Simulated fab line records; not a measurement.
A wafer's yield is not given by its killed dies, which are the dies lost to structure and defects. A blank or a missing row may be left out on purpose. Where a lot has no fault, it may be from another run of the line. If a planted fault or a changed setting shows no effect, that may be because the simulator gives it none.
fab line records	flow nandHarc
[record] lots = 5	wafers = 15	lastDay = 34
route steps=1302 shown A_ONON_D2@548 END@1302
lots that met no fault: from a run of the same line without faults
startH: hours from the record's opening day to when the first of the lot's shown wafers began	waitH: hours from the lot's prior step to this one	" unchanged from the row above	L1.1+2: one row covering several wafers at once	- no value present, or no start provided	* or withheld: withheld	< > ~ a bound
route shown NAME@n: a module of which the file shows steps, and the number in the route of the first	usual: the fault-free wafers' mean and standard deviation	same: alike in all rows	chamber/n: place in a boat	sites: each site's reading	_std_site: the values' standard deviation	_edge_site: inner sites' mean taken away from outer sites' mean	radiusMm: how far each site lies from the wafer's centre	mask NAME#n: copy n	behind: the last tool/chamber to shape the wafer	hold: why the lot was held/for how many hours/how that ended	device: transistor that didn't switch, given as n, p or np	end of line: at the end of the route, the tests of the same wafers	a step with no rows: only its recipe	killed: dies lost to structure and defects at the first sort, not the wafer's yield	map: shows each die of a wafer: x if killed, . if not, _ if none is there
set.NAME: the run value of the setting; set.NAME@STEP: its run value at that earlier step	model.NAME: the simulator's own value behind a step, which no gauge read
lots at selected steps of the route; one table per step, one row per wafer
services: from which hour (startH, from the record's first day; less than 0 if before it) a tool's chamber was out of use, for how many hours, and why
[[steps]]
[step NHARC_A_ONON_D2_THK_MEAS_05]
[recipe] thkMeasGauge = ellipsometry
[usual] thkNm = 1000/8.8
lot.wafer	tool	chamber	startH	waitH	thkNm
L262.1	filmMetro-02	-	293.66	-	993
L262.5	"	-	"	"	993
L262.6	"	-	"	"	992
L272.1	filmMetro-02	-	395.10	-	997
L272.2	"	-	"	"	995
L272.5	"	-	"	"	997
L274.1	filmMetro-02	-	423.71	-	1006
L274.2	"	-	"	"	1006
L274.5	"	-	"	"	1008
L278.1	filmMetro-01	-	466.08	-	1012
L278.2	"	-	"	"	1014
L278.3	"	-	"	"	1012
L280.3	filmMetro-01	-	481.21	-	1005
L280.5	"	-	"	"	1006
L280.6	"	-	"	"	1004
[step NHARC_A_ONON_D2_DEP_06]
[recipe] targetThkA = 10000	n2FlowSccm = 2750	n2oFlowSccm = 2000	nh3FlowSccm = 500	sih4FlowSccm = 210	tempC = 400
[step NHARC_A_ONON_D2_THK_MEAS_08]
[recipe] thkMeasGauge = ellipsometry
[usual] thkNm = 1001/8.1
lot.wafer	tool	chamber	startH	waitH	thkNm
L262.1	filmMetro-01	-	294.24	-	995
L262.5	"	-	"	"	997
L262.6	"	-	"	"	995
L272.1	filmMetro-02	-	395.66	-	1004
L272.2	"	-	"	"	1002
L272.5	"	-	"	"	1005
L274.1	filmMetro-02	-	424.28	-	998
L274.2	"	-	"	"	1001
L274.5	"	-	"	"	998
L278.1	filmMetro-02	-	466.67	-	1014
L278.2	"	-	"	"	1013
L278.3	"	-	"	"	1013
L280.3	filmMetro-01	-	481.78	-	1005
L280.5	"	-	"	"	1004
L280.6	"	-	"	"	1003
[step NHARC_A_ONON_D2_DEP_09]
[recipe] targetThkA = 10000	n2FlowSccm = 2750	n2oFlowSccm = 2000	nh3FlowSccm = 500	sih4FlowSccm = 210	tempC = 400
[step NHARC_A_ONON_D2_THK_MEAS_11]
[recipe] thkMeasGauge = ellipsometry
[usual] thkNm = 999/8.4
lot.wafer	tool	chamber	startH	waitH	thkNm
L262.1	filmMetro-02	-	294.81	-	1000
L262.5	"	-	"	"	1001
L262.6	"	-	"	"	1000
L272.1	filmMetro-01	-	396.23	-	997
L272.2	"	-	"	"	998
L272.5	"	-	"	"	998
L274.1	filmMetro-02	-	424.84	-	1006
L274.2	"	-	"	"	1006
L274.5	"	-	"	"	1005
L278.1	filmMetro-02	-	467.23	-	1023
L278.2	"	-	"	"	1020
L278.3	"	-	"	"	1020
L280.3	filmMetro-02	-	482.34	-	1006
L280.5	"	-	"	"	1007
L280.6	"	-	"	"	1006
[step NHARC_A_ONON_D2_DEP_12]
[recipe] targetThkA = 10000	n2FlowSccm = 2750	n2oFlowSccm = 2000	nh3FlowSccm = 500	sih4FlowSccm = 210	tempC = 400
[step NHARC_A_ONON_D2_THK_MEAS_14]
[recipe] thkMeasGauge = ellipsometry
[usual] thkNm = 1001/11
lot.wafer	tool	chamber	startH	waitH	thkNm
L262.1	filmMetro-01	-	295.37	-	997
L262.5	"	-	"	"	997
L262.6	"	-	"	"	997
L272.1	filmMetro-02	-	396.80	-	998
L272.2	"	-	"	"	1000
L272.5	"	-	"	"	998
L274.1	filmMetro-02	-	425.41	-	1013
L274.2	"	-	"	"	1011
L274.5	"	-	"	"	1011
L278.1	filmMetro-01	-	467.79	-	1007
L278.2	"	-	"	"	1008
L278.3	"	-	"	"	1009
L280.3	filmMetro-01	-	482.91	-	987
L280.5	"	-	"	"	988
L280.6	"	-	"	"	986
[step NHARC_A_ONON_D2_ANNEAL_15]
[recipe] tempC = 750	timeS = 3600
[step NHARC_A_ONON_D2_DEP_16]
[recipe] targetThkA = 10000	n2FlowSccm = 2750	n2oFlowSccm = 2000	nh3FlowSccm = 500	sih4FlowSccm = 210	tempC = 400
[step NHARC_A_ONON_D2_THK_MEAS_18]
[recipe] thkMeasGauge = ellipsometry
[usual] thkNm = 997/12
lot.wafer	tool	chamber	startH	waitH	thkNm
L262.1	filmMetro-01	-	305.00	-	1009
L262.5	"	-	"	"	1011
L262.6	"	-	"	"	1010
L272.1	filmMetro-01	-	404.50	-	1005
L272.2	"	-	"	"	1005
L272.5	"	-	"	"	1007
L274.1	filmMetro-02	-	433.22	-	1000
L274.2	"	-	"	"	1001
L274.5	"	-	"	"	999
L278.1	filmMetro-01	-	475.51	-	988
L278.2	"	-	"	"	989
L278.3	"	-	"	"	989
L280.3	filmMetro-02	-	493.72	-	977
L280.5	"	-	"	"	978
L280.6	"	-	"	"	977
[step NHARC_A_ONON_D2_DEP_19]
[recipe] targetThkA = 10000	n2FlowSccm = 2750	n2oFlowSccm = 2000	nh3FlowSccm = 500	sih4FlowSccm = 210	tempC = 400
[step NHARC_A_ONON_D2_THK_MEAS_21]
[recipe] thkMeasGauge = ellipsometry
[usual] thkNm = 1000/9
lot.wafer	tool	chamber	startH	waitH	thkNm
L262.1	filmMetro-01	-	305.57	-	998
L262.5	"	-	"	"	997
L262.6	"	-	"	"	998
L272.1	filmMetro-02	-	405.07	-	1020
L272.2	"	-	"	"	1019
L272.5	"	-	"	"	1019
L274.1	filmMetro-01	-	433.78	-	990
L274.2	"	-	"	"	991
L274.5	"	-	"	"	990
L278.1	filmMetro-02	-	476.07	-	987
L278.2	"	-	"	"	987
L278.3	"	-	"	"	989
L280.3	filmMetro-02	-	494.29	-	1006
L280.5	"	-	"	"	1005
L280.6	"	-	"	"	1005
[step NHARC_A_ONON_D2_DEP_22]
[recipe] targetThkA = 10000	n2FlowSccm = 2750	n2oFlowSccm = 2000	nh3FlowSccm = 500	sih4FlowSccm = 210	tempC = 400
[usual] susceptorTempC = 400.05/0.25
lot.wafer	tool	chamber	startH	waitH	susceptorTempC
L262.1	pecvdOnon-01	0	305.62	0.1	400.19
L262.5	"	0	"	"	400.09
L262.6	"	0	"	"	400.12
L272.1	pecvdOnon-01	0	405.12	0.1	400.19
L272.2	"	0	"	"	400.51
L272.5	"	0	"	"	400.43
L274.1	pecvdOnon-02	0	433.84	0.1	399.91
L274.2	"	0	"	"	399.80
L274.5	"	0	"	"	399.83
L278.1	pecvdOnon-01	0	476.13	0.1	400.19
L278.2	"	0	"	"	399.66
L278.3	"	0	"	"	399.91
L280.3	pecvdOnon-01	0	494.46	0.2	400.08
L280.5	"	0	"	"	399.78
L280.6	"	0	"	"	400.11
[step NHARC_A_ONON_D2_THK_MEAS_24]
[recipe] thkMeasGauge = ellipsometry
[usual] thkNm = 1002/12
lot.wafer	tool	chamber	startH	waitH	thkNm
L262.1	filmMetro-02	-	306.14	-	986
L262.5	"	-	"	"	1566
L262.6	"	-	"	"	987
L272.1	filmMetro-01	-	405.64	-	1015
L272.2	"	-	"	"	1014
L272.5	"	-	"	"	1015
L274.1	filmMetro-02	-	434.34	-	1008
L274.2	"	-	"	"	1009
L274.5	"	-	"	"	1010
L278.1	filmMetro-01	-	476.65	-	1007
L278.2	"	-	"	"	1006
L278.3	"	-	"	"	1005
L280.3	filmMetro-01	-	494.86	-	1016
L280.5	"	-	"	"	1016
L280.6	"	-	"	"	1016
[step NHARC_A_ONON_D2_DEP_25]
[recipe] targetThkA = 10000	n2FlowSccm = 2750	n2oFlowSccm = 2000	nh3FlowSccm = 500	sih4FlowSccm = 210	tempC = 400
[step NHARC_END_SORT_01]
[recipe] tempC = 25
[usual] killedAtArray = 58/20	killedAtOther = 0.9/1.4	killedAtPeriphery = 4/3.1	killedDies = 63/20	killedOpen = 3.3/1.8	killedShort = 2.4/1.5
[same] grossDies = 677
lot.wafer	tool	chamber	startH	waitH	killedAtArray	killedAtOther	killedAtPeriphery	killedDies	killedOpen	killedShort
L262.5	prober-02	0	606.67	3.7	672	0	5	677	2	6
// killed by level:class
L262.5 A_ONON_D2:areaDep=618 A_CHANNEL_HOLE_D1:chamberFilmFlake=27 A_CHANNEL_HOLE_D2:chamberFilmFlake=8 A_CONTACT:chamberFilmFlake=5 A_SLIT:chamberFilmFlake=3 P_GATE:chamberFilmFlake=3 A_WL_FILL:geometricParticle:short=2 A_CHANNEL_FILL_D2:chamberFilmFlake=2
// map L262.5 (x killed, . not)
____________x____________
_________xxxxxxx_________
_______xxxxxxxxxxx_______
______xxxxxxxxxxxxx______
_____xxxxxxxxxxxxxxx_____
____xxxxxxxxxxxxxxxxx____
____xxxxxxxxxxxxxxxxx____
___xxxxxxxxxxxxxxxxxxx___
___xxxxxxxxxxxxxxxxxxx___
__xxxxxxxxxxxxxxxxxxxxx__
__xxxxxxxxxxxxxxxxxxxxx__
_xxxxxxxxxxxxxxxxxxxxxxx_
_xxxxxxxxxxxxxxxxxxxxxxx_
_xxxxxxxxxxxxxxxxxxxxxxx_
_xxxxxxxxxxxxxxxxxxxxxxx_
_xxxxxxxxxxxxxxxxxxxxxxx_
xxxxxxxxxxxxxxxxxxxxxxxxx
xxxxxxxxxxxxxxxxxxxxxxxxx
xxxxxxxxxxxxxxxxxxxxxxxxx
xxxxxxxxxxxxxxxxxxxxxxxxx
xxxxxxxxxxxxxxxxxxxxxxxxx
_xxxxxxxxxxxxxxxxxxxxxxx_
_xxxxxxxxxxxxxxxxxxxxxxx_
_xxxxxxxxxxxxxxxxxxxxxxx_
_xxxxxxxxxxxxxxxxxxxxxxx_
_xxxxxxxxxxxxxxxxxxxxxxx_
__xxxxxxxxxxxxxxxxxxxxx__
__xxxxxxxxxxxxxxxxxxxxx__
___xxxxxxxxxxxxxxxxxxx___
___xxxxxxxxxxxxxxxxxxx___
____xxxxxxxxxxxxxxxxx____
____xxxxxxxxxxxxxxxxx____
_____xxxxxxxxxxxxxxx_____
______xxxxxxxxxxxxx______
_______xxxxxxxxxxx_______
_________xxxxxxx_________
____________x____________
// map L278.1 (x killed, . not)
____________.____________
_________......._________
_______..........._______
______...x.........______
_____..............._____
____..x..............____
____.x...............____
___...................___
___.x.x...............___
__.xxxxx.......x.......__
__.xxxxxx..............__
_.xxxxxx.x.............x_
_x..xxxx.x.............._
_....xx........x........_
_...xxxx...x............_
_.x..x.................._
....x....x..x............
.........................
.........x.....x.........
.........................
.........................
_..............x........_
_......................._
_............x.........._
_......................._
_...........x..........._
__.....................__
__.....................__
___...................___
___....x..............___
____...........xx....____
____.........x.x.....____
_____x.............._____
______...........x.______
_______..........._______
_________......._________
____________.____________
[[services]]
tool	chamber	startH	hours	kind
pecvdOnon-02	-	366.27	13.0	pm
pecvdOnon-01	-	450.00	13.0	pm
[[key]]
[firstSign] step = NHARC_A_ONON_D2_THK_MEAS_24	reading = thkNm	direction = up	sigmas = 48	usual = 1002	struck = 1566
[effect] step = NHARC_END_SORT_01	reading = killedAtArray	direction = up	sigmas = 31	usual = 58	struck = 672
[moreKillsBornAt] NHARC_A_ONON_D2_DEP_22@pecvdOnon-01 = 618
metAt NHARC_A_ONON_D2_DEP_22
struckWafers L262.5
laterRowsLeftOut L262.5
testerLeftOut L262
[fault] kind = processParameterDrift	tool = pecvdOnon-01	chamber = -	onsetH = 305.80	steps = NHARC_A_ONON_D2_DEP_22	channel = targetThkA	offset = *	shape = step	endH = 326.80	scope = struckWafersOnly	actsIn = *	stated = *
// testerLeftOut: of these lots the tester's yield and bins aren't shown, on N5 and GAA mostly nor the transistor test; their killed dies are dies lost to structure and defects alone, not to doping, threshold or leakage, so they don't give the yield
// laterRowsLeftOut: the simulator's readings of these wafers behind a module that went badly wrong aren't trusted and aren't shown, but for the sort
